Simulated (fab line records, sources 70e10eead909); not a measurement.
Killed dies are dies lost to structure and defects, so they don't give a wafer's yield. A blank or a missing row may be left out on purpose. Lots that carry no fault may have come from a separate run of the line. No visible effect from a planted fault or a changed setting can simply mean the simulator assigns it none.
Code-filled problem report in 8D (eight disciplines) form | flow nandHarc | the parts of the form that need people (team, actions taken, sign-off) are left out

## 1. THE PROBLEM
cdNm at NHARC_A_M1_CD_MEAS_09 reads a mean of 126.9 nm on 6 wafers of 2 lots; wafers without a fault read 120.0 nm with a standard deviation of 0.58. Relative to the usual mean, that is a shift of +12 standard deviations.
The step: target cd 120 nm.
The first sign was on wafer L700.1 at day 21 19:23, on cdSem-02. The record has a number at this step for 39 wafers belonging to 13 lots. Rule for "out" (also "out of limits"): further than 4 standard deviations from the usual mean. All remaining wafers that have a number are taken as sound.

## 2. WHAT IT IS AND WHAT IT IS NOT
question                    | is                     | is not
which readings at this step | cdNm                   | -
which lots                  | L699, L700             | L685, L686, L687, L688, L689, L690, L691, L693, L704, L706, L707
which wafers of those lots  | all that have a number | -
read on which gauges        | cdSem-02, cdSem-03     | cdSem-01
when                        | from day 21 19:23      | up to then (24 sound wafers); but 9 sound wafers of L704, L706, L707 came after

## 3. THE SUSPECTS, EACH WITH WHAT RULES IT OUT
Counting: a tool at a process step up to the reading stays a suspect if it ran every lot that is out and no sound lot after the first of them.
- the gauge at NHARC_A_M1_CD_MEAS_09 is ruled out. 2 gauges (cdSem-02, cdSem-03) read the wafers that are out.
- lithoTrack-06 at NHARC_A_M1_PEB_07 (peb time 65 s): kept. Every lot that is out went through it, starting with L700 (day 21 19:19), and after that it ran no sound lot; the last sound lot it ran before then is L693 (day 19 13:55).
Remaining after the count: lithoTrack-06 at NHARC_A_M1_PEB_07.

## 4. THE CAUSE (what the simulator had put in)
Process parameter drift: lithoTrack-06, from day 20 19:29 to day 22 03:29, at NHARC_A_M1_PEB_07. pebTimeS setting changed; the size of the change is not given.
This tool alone remained once counting was done.

## 5. THE EFFECT CHAIN, in route order
One row per reading whose mean, taken over the struck wafers that have a number, lies over 3 standard deviations from the usual. Only readings for which the record gives a usual standard deviation are gone through. hours: the time from each lot's start at the first step in this table that gives one to its start at this step, as a median over the lots. sigmas: the change in usual standard deviations.
hours | step                  | reading | usual    | on struck wafers | change | sigmas
0     | NHARC_A_M1_CD_MEAS_09 | cdNm    | 120.0 nm | 126.9            | +6.9   | +12
Later steps that measure or inspect, where all struck wafers having a row at the step show a number for every such reading and not one has moved that far: NHARC_END_SORT_01.

## 6. HOW IT WOULD HAVE BEEN CAUGHT EARLIER
24 hours passed between the start of the fault at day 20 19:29 and the first reading out of limits at a measuring or inspecting step in this record, taken at day 21 19:23.
Lots out: 2; of these, L699 started NHARC_A_M1_PEB_07 on lithoTrack-06 after day 21 19:23. It would have been spared by a hold on the tool at that moment.
